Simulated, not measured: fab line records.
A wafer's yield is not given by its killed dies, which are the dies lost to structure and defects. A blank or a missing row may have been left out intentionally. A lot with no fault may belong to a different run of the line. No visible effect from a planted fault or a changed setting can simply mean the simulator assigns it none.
Problem report in the 8D (eight disciplines) form, filled by code || flow n5-finfet || the parts of the form that need people (team, actions taken, sign-off) are left out

1. WHAT IS WRONG
M9_ILD_THK at N5_BEOL_M9_THK_MEAS_01 reads a mean of 349 nm on 1 wafer of 1 lot; wafers without a fault read 267 nm with a standard deviation of 3.4. That is +24 standard deviations from the usual mean.
First observed at day 13 18:34: wafer L602.1, on film-metro-02. The record holds 30 wafers of 10 lots with a number at this step. By rule, "out" or "out of limits" means more than 4 standard deviations away from the usual mean. All remaining wafers that have a number are taken as sound.

2. WHAT IT IS; WHAT IT IS NOT
{"question": "which readings at this step", "is": "M9_ILD_THK", "is not": "-"}
{"question": "which lots", "is": "L602", "is not": "L587, L588, L590, L591, L592, L604, L605, L606, L607"}
{"question": "which wafers of those lots", "is": "L602.1", "is not": "L602.2, L602.4"}
{"question": "read on which gauges", "is": "film-metro-02", "is not": "film-metro-01"}
{"question": "when", "is": "from day 13 18:34", "is not": "up to then (17 sound wafers); but 12 sound wafers of L604, L605, L606, L607 came after"}

3. WHAT RULES OUT EACH SUSPECT
Counting: a tool at a process step up to the reading stays a suspect if it ran every lot that is out. Sound lots after the first of them don't rule it out here, since some wafers of a struck lot are sound.
- the gauge at N5_BEOL_M9_THK_MEAS_01 is ruled out. All the wafers that are out were read on film-metro-02, but those of them that N5_BEOL_M9_ILD_DEP_00 has rows for are out there too, on other tools.
- rtp-anneal-01 at N5_BEOL_M8_ANNEAL_51 (time 90 s): kept. The lot that is out, L602, ran on it at day 13 16:59; the last sound lot it ran before that was L592, at day 11 14:02.
- pecvd-01 at N5_BEOL_M9_ILD_DEP_00 (deposits SiCOH lowk from DEMS/porogen, target thk 308.51 nm, time 58 s): kept. The lot that is out, L602, ran on it at day 13 17:47; the last sound lot it ran before that was L591, at day 11 07:41. Its own readings are out on those wafers: run-length-s.
- In pecvd-01 at N5_BEOL_M9_ILD_DEP_00, the wafers that are out were processed in chamber 0 and their sound lot-mates in chambers 1, 2.
The count leaves pecvd-01 at N5_BEOL_M9_ILD_DEP_00 and rtp-anneal-01 at N5_BEOL_M8_ANNEAL_51.

4. THE CAUSE (what the simulator had put in)
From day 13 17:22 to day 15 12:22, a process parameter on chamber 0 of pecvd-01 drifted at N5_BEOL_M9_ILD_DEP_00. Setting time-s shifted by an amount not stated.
Of the 2 suspects that counting leaves, this tool is one.

5. THE CHAIN OF EFFECTS, in route order
Rows list readings where the struck wafers' mean (over those with a number) sits beyond 3 standard deviations from the usual. Scope: only readings with a usual standard deviation given in the record; hours: median across lots of the time from each lot's start at the first step in this table that gives one to its start at this step; sigmas: change in usual standard deviations.
{"hours": 0, "step": "N5_BEOL_M9_ILD_DEP_00", "reading": "run-length-s", "usual": "100.6 s", "on struck wafers": 118.7, "change": "+18.1", "sigmas": "+37"}
{"hours": 1, "step": "N5_BEOL_M9_THK_MEAS_01", "reading": "M9_ILD_THK", "usual": "267 nm", "on struck wafers": 349, "change": "+82", "sigmas": "+24"}
{"hours": 63, "step": "N5_PASSIVATION_PROBE_49", "reading": "defect-limited-yield", "usual": "91.2 %", "on struck wafers": 0.0, "change": -91.2, "sigmas": -61}
{"hours": 63, "step": "N5_PASSIVATION_PROBE_49", "reading": "killed_at_M4_up", "usual": 13, "on struck wafers": 1062, "change": "+1049", "sigmas": "+99 or more"}
{"hours": 63, "step": "N5_PASSIVATION_PROBE_49", "reading": "killed-dies", "usual": 103, "on struck wafers": 1180, "change": "+1077", "sigmas": "+63"}
{"hours": 63, "step": "N5_PASSIVATION_PROBE_49", "reading": "killed-on-rim", "usual": 14, "on struck wafers": 152, "change": "+138", "sigmas": "+31"}
{"hours": 63, "step": "N5_PASSIVATION_PROBE_49", "reading": "sort_bin_5_function", "usual": "5.2 %", "on struck wafers": 96.2, "change": "+91.0", "sigmas": "+97"}
{"hours": 63, "step": "N5_PASSIVATION_PROBE_49", "reading": "sort-n-pass", "usual": 1077, "on struck wafers": 0, "change": -1077, "sigmas": -63}
{"hours": 63, "step": "N5_PASSIVATION_PROBE_49", "reading": "sort-yield-pct", "usual": "91.2 %", "on struck wafers": 0.0, "change": -91.2, "sigmas": -61}
Here are the process steps it includes:
- N5_BEOL_M9_ILD_DEP_00: deposits SiCOH lowk from DEMS/porogen, target thk 308.51 nm, time 58 s.
- N5_PASSIVATION_PROBE_49

6. HOW IT WOULD HAVE BEEN CAUGHT EARLIER
In this record the first reading out of limits at a measuring or inspecting step was taken at day 13 18:34, 1 hour after the fault began at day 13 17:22.
At N5_BEOL_M9_ILD_DEP_00, the tool's own readings (run-length-s) were out on each struck wafer the step has a row for, so an alarm limit on them would have fired on the first such wafer.
The start of N5_BEOL_M9_ILD_DEP_00 on pecvd-01 came by day 13 18:34 for every one of the lots that are out (1). None of them would have been spared by holding the tool at that moment.
